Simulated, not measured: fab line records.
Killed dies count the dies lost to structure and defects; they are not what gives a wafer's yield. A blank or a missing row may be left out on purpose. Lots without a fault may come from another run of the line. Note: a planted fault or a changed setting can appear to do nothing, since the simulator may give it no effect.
Split-lot study / flow n5Finfet / 21 wafers read from 7 lots, route of 1938 steps

== ABOUT THE SPLIT ==
At N5_BEOL_M3_DESCUM_33 (chemistry O2, time 7 s), the setting timeS was moved away from the recipe's 7 s on 7 of the 21 wafers read, by -19.2% to +19.1%. All remaining wafers had this setting at the recipe value.

Reading taken at the split's own step.

== THE READING ==
CAR-EUV_of_BEOL_M3_COAT_22.thkNm (the simulator's own value, which no gauge read), in nm, at N5_BEOL_M3_DESCUM_33 (chemistry O2, time 7 s). The file gives no usual value for it. Average 26.1 nm, standard deviation 0.15 nm, over the 14 wafers here run with the recipe.

wafer=L083.1; tool, chamber at the split=rieDiel-02, 2; timeS as run, s=6.513; against the recipe=-7.0%; CAR-EUV_of_BEOL_M3_COAT_22.thkNm, nm=26.2; against lot-mates on the recipe=+0.2
wafer=L083.3; tool, chamber at the split=rieDiel-02, 3,1; timeS as run, s=7; against the recipe=recipe; CAR-EUV_of_BEOL_M3_COAT_22.thkNm, nm=26; against lot-mates on the recipe=-
wafer=L083.4; tool, chamber at the split=rieDiel-02, 3,1; timeS as run, s=7; against the recipe=recipe; CAR-EUV_of_BEOL_M3_COAT_22.thkNm, nm=26; against lot-mates on the recipe=-
wafer=L085.2; tool, chamber at the split=rieDiel-06, 3,1,0; timeS as run, s=7; against the recipe=recipe; CAR-EUV_of_BEOL_M3_COAT_22.thkNm, nm=26.2; against lot-mates on the recipe=-
wafer=L085.3; tool, chamber at the split=rieDiel-06, 3,1,0; timeS as run, s=7; against the recipe=recipe; CAR-EUV_of_BEOL_M3_COAT_22.thkNm, nm=26.2; against lot-mates on the recipe=-
wafer=L085.6; tool, chamber at the split=rieDiel-06, 3,1,0; timeS as run, s=7; against the recipe=recipe; CAR-EUV_of_BEOL_M3_COAT_22.thkNm, nm=26.2; against lot-mates on the recipe=-
wafer=L089.4; tool, chamber at the split=rieDiel-02, 3; timeS as run, s=5.655; against the recipe=-19.2%; CAR-EUV_of_BEOL_M3_COAT_22.thkNm, nm=26.8; against lot-mates on the recipe=+0.4
wafer=L089.6; tool, chamber at the split=rieDiel-02, 3; timeS as run, s=5.655; against the recipe=-19.2%; CAR-EUV_of_BEOL_M3_COAT_22.thkNm, nm=26.8; against lot-mates on the recipe=+0.4
wafer=L089.5; tool, chamber at the split=rieDiel-02, 0; timeS as run, s=7; against the recipe=recipe; CAR-EUV_of_BEOL_M3_COAT_22.thkNm, nm=26.4; against lot-mates on the recipe=-
wafer=L090.1; tool, chamber at the split=rieDiel-03, 2,1; timeS as run, s=7; against the recipe=recipe; CAR-EUV_of_BEOL_M3_COAT_22.thkNm, nm=26; against lot-mates on the recipe=-
wafer=L090.5; tool, chamber at the split=rieDiel-03, 2,1; timeS as run, s=7; against the recipe=recipe; CAR-EUV_of_BEOL_M3_COAT_22.thkNm, nm=26; against lot-mates on the recipe=-
wafer=L090.2; tool, chamber at the split=rieDiel-03, 3; timeS as run, s=8.335; against the recipe=+19.1%; CAR-EUV_of_BEOL_M3_COAT_22.thkNm, nm=25.4; against lot-mates on the recipe=-0.6
wafer=L092.1; tool, chamber at the split=rieDiel-02, 0,3; timeS as run, s=7; against the recipe=recipe; CAR-EUV_of_BEOL_M3_COAT_22.thkNm, nm=26; against lot-mates on the recipe=-
wafer=L092.2; tool, chamber at the split=rieDiel-02, 0,3; timeS as run, s=7; against the recipe=recipe; CAR-EUV_of_BEOL_M3_COAT_22.thkNm, nm=26; against lot-mates on the recipe=-
wafer=L092.5; tool, chamber at the split=rieDiel-02, 2; timeS as run, s=7; against the recipe=recipe; CAR-EUV_of_BEOL_M3_COAT_22.thkNm, nm=25.8; against lot-mates on the recipe=-
wafer=L094.1; tool, chamber at the split=rieDiel-06, 1,0; timeS as run, s=7; against the recipe=recipe; CAR-EUV_of_BEOL_M3_COAT_22.thkNm, nm=26.2; against lot-mates on the recipe=-
wafer=L094.4; tool, chamber at the split=rieDiel-06, 1,0; timeS as run, s=7; against the recipe=recipe; CAR-EUV_of_BEOL_M3_COAT_22.thkNm, nm=26.2; against lot-mates on the recipe=-
wafer=L094.5; tool, chamber at the split=rieDiel-06, 1; timeS as run, s=6.424; against the recipe=-8.2%; CAR-EUV_of_BEOL_M3_COAT_22.thkNm, nm=26.4; against lot-mates on the recipe=+0.2
wafer=L095.2; tool, chamber at the split=rieDiel-06, 2; timeS as run, s=6.518; against the recipe=-6.9%; CAR-EUV_of_BEOL_M3_COAT_22.thkNm, nm=26.2; against lot-mates on the recipe=+0.0
wafer=L095.4; tool, chamber at the split=rieDiel-06, 3; timeS as run, s=7; against the recipe=recipe; CAR-EUV_of_BEOL_M3_COAT_22.thkNm, nm=26.2; against lot-mates on the recipe=-
wafer=L095.6; tool, chamber at the split=rieDiel-06, 1; timeS as run, s=6.518; against the recipe=-6.9%; CAR-EUV_of_BEOL_M3_COAT_22.thkNm, nm=26.4; against lot-mates on the recipe=+0.2
The file does not say which wafer passed through which chamber wherever a row lists several chambers: such a row stands for several wafers.

THE FIT
A straight line over all 21 wafers: CAR-EUV_of_BEOL_M3_COAT_22.thkNm changes by -0.0355 nm for each +1% of timeS; r = -0.90; the points scatter about the line by 0.13 nm.
The same after taking each lot's own level away (the mean of its wafers on the recipe; 21 wafers): -0.0245 nm for each +1%; r = -0.95; scatter 0.064 nm.
Per that fit: largest timeS move, reading shift of 0.47 nm.
Measured against the standard deviation above, the lots' own levels, which go from 25.93 to 26.40 nm, span 3.2 times it.
So the slope is not independent of the lot-to-lot level: the two fits are not the same.
Check: with one of the wafers moved furthest among these (-19.2%) left out of the fit, the line predicts +0.472 nm for it against its lot-mates. It came out at +0.4 nm against them.

== THESE WAFERS: OTHER SPLITS ==
These wafers also went through other splits before the reading. Each is held against what the fit with the lots' levels taken away leaves over:
other split on the same wafers=N5_BEOL_M0_SAQP_ETCH_88 sourceW; wafers away from the commonest value=9; r with CAR-EUV_of_BEOL_M3_COAT_22.thkNm (lot level and that fit taken away)=-0.11
other split on the same wafers=N5_BEOL_M0_SAQP_ALD_48 aldCycles; wafers away from the commonest value=7; r with CAR-EUV_of_BEOL_M3_COAT_22.thkNm (lot level and that fit taken away)=-0.15
other split on the same wafers=N5_BEOL_M1_EXPOSE_08 doseMj; wafers away from the commonest value=9; r with CAR-EUV_of_BEOL_M3_COAT_22.thkNm (lot level and that fit taken away)=-0.15
other split on the same wafers=N5_BEOL_M1_ETCH_64 sourceW; wafers away from the commonest value=3; r with CAR-EUV_of_BEOL_M3_COAT_22.thkNm (lot level and that fit taken away)=-0.16
other split on the same wafers=N5_BEOL_M2_ILD_DEP_00 timeS; wafers away from the commonest value=11; r with CAR-EUV_of_BEOL_M3_COAT_22.thkNm (lot level and that fit taken away)=+0.27
other split on the same wafers=N5_BEOL_M2_ALD_98 aldCycles; wafers away from the commonest value=5; r with CAR-EUV_of_BEOL_M3_COAT_22.thkNm (lot level and that fit taken away)=+0.15

== THE FILE'S OWN FIT ==
CAR-EUV_of_BEOL_M3_COAT_22.thkNm changes by -0.0255 nm for each +1% of timeS, r = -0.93.
